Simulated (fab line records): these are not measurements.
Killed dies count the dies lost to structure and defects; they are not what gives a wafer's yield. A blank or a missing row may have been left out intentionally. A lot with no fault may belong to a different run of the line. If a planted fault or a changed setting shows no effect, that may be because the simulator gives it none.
Problem report in the 8D (eight disciplines) form, filled by code :: flow nand harc :: the parts of the form that need people (team, actions taken, sign-off) are left out

== 1. PROBLEM STATEMENT ==
At NHARC_END_SORT_01, killed at periphery averages 614 over 2 wafers from 2 lots, while fault-free wafers read 4, standard deviation 3.2. That is +99 or more standard deviations from the usual mean.
Seen first at day 30 20:04 on prober-02, wafer L577.2. At this step, 6 wafers from 2 lots have a number in the record. By rule, "out" or "out of limits" means more than 4 standard deviations away from the usual mean. The rest of the wafers with a number are treated as sound.

== 2. WHAT IT IS AND WHAT IT IS NOT ==
question: which readings at this step
is: killed at periphery, defect limited yield, killed dies, sort_bin_2_pct, sort n pass, sort rim yield pct, sort yield pct
is not: killed at array, killed open, killed short, sort_bin_3_pct, sort_bin_4_pct

question: which lots
is: L577, L580
is not: -

question: which wafers of those lots
is: L577.2, L580.1
is not: L577.4, L577.5, L580.5, L580.6

question: read on which gauges
is: prober-01, prober-02
is not: -

question: when
is: from day 30 20:04
is not: up to then (0 sound wafers); but 4 sound wafers of L577, L580 came after

== 3. THE SUSPECTS, EACH WITH WHAT RULES IT OUT ==
Counting: a tool at a process step up to the reading stays a suspect if it ran every lot that is out. Sound lots after the first of them don't rule it out here, since some wafers of a struck lot are sound.
- the gauge at NHARC_END_SORT_01 has been ruled out. The wafers that are out were read on 2 gauges (prober-01, prober-02).
- pvd sputter-03 at NHARC_P_M0_PVD_21 (deposits Cu, target thk 30 nm, time 20.49 s): kept. It ran every lot that is out, first L577 (day 13 04:10).
The count leaves pvd sputter-03 at NHARC_P_M0_PVD_21.

== 4. THE CAUSE (what the simulator had put in) ==
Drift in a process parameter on pvd sputter-03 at NHARC_P_M0_PVD_21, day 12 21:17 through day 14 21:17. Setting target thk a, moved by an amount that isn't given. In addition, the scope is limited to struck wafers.
Only this tool survived the counting.

== 5. SEQUENCE OF EFFECTS, ordered by route ==
One row per reading whose mean, taken over the struck wafers that have a number, lies over 3 standard deviations from the usual. Only readings whose record carries a usual standard deviation are examined. hours: median over the lots of the time between each lot's start at the first step of this table that gives one and its start at this step. sigmas: the change, counted in usual standard deviations.
hours: 0
step: NHARC_END_SORT_01
reading: defect limited yield
usual: 91.6 %
on struck wafers: 0.0
change: -91.6
sigmas: -35

hours: 0
step: NHARC_END_SORT_01
reading: killed at periphery
usual: 4
on struck wafers: 614
change: +610
sigmas: +99 or more

hours: 0
step: NHARC_END_SORT_01
reading: killed dies
usual: 57
on struck wafers: 677
change: +620
sigmas: +34

hours: 0
step: NHARC_END_SORT_01
reading: sort_bin_2_pct
usual: 3.0 %
on struck wafers: 93.3
change: +90.3
sigmas: +75

hours: 0
step: NHARC_END_SORT_01
reading: sort n pass
usual: 620
on struck wafers: 0
change: -620
sigmas: -34

hours: 0
step: NHARC_END_SORT_01
reading: sort rim yield pct
usual: 87 %
on struck wafers: 0
change: -87
sigmas: -18

hours: 0
step: NHARC_END_SORT_01
reading: sort yield pct
usual: 91.6 %
on struck wafers: 0.0
change: -91.6
sigmas: -35

== 6. HOW IT WOULD HAVE BEEN CAUGHT EARLIER ==
The first out-of-limits reading at a measuring or inspecting step in this record came at day 30 20:04, 431 hours after the fault's start at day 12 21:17.
Tool readings at NHARC_P_M0_PVD_21 with a usual standard deviation given in the record: none out on any struck wafer, hence no alarm at a limit of 4 standard deviations on them.
The start of NHARC_P_M0_PVD_21 on pvd sputter-03 came by day 30 20:04 for every one of the lots that are out (2). Had the tool been put on hold then, not one of them would have been saved.
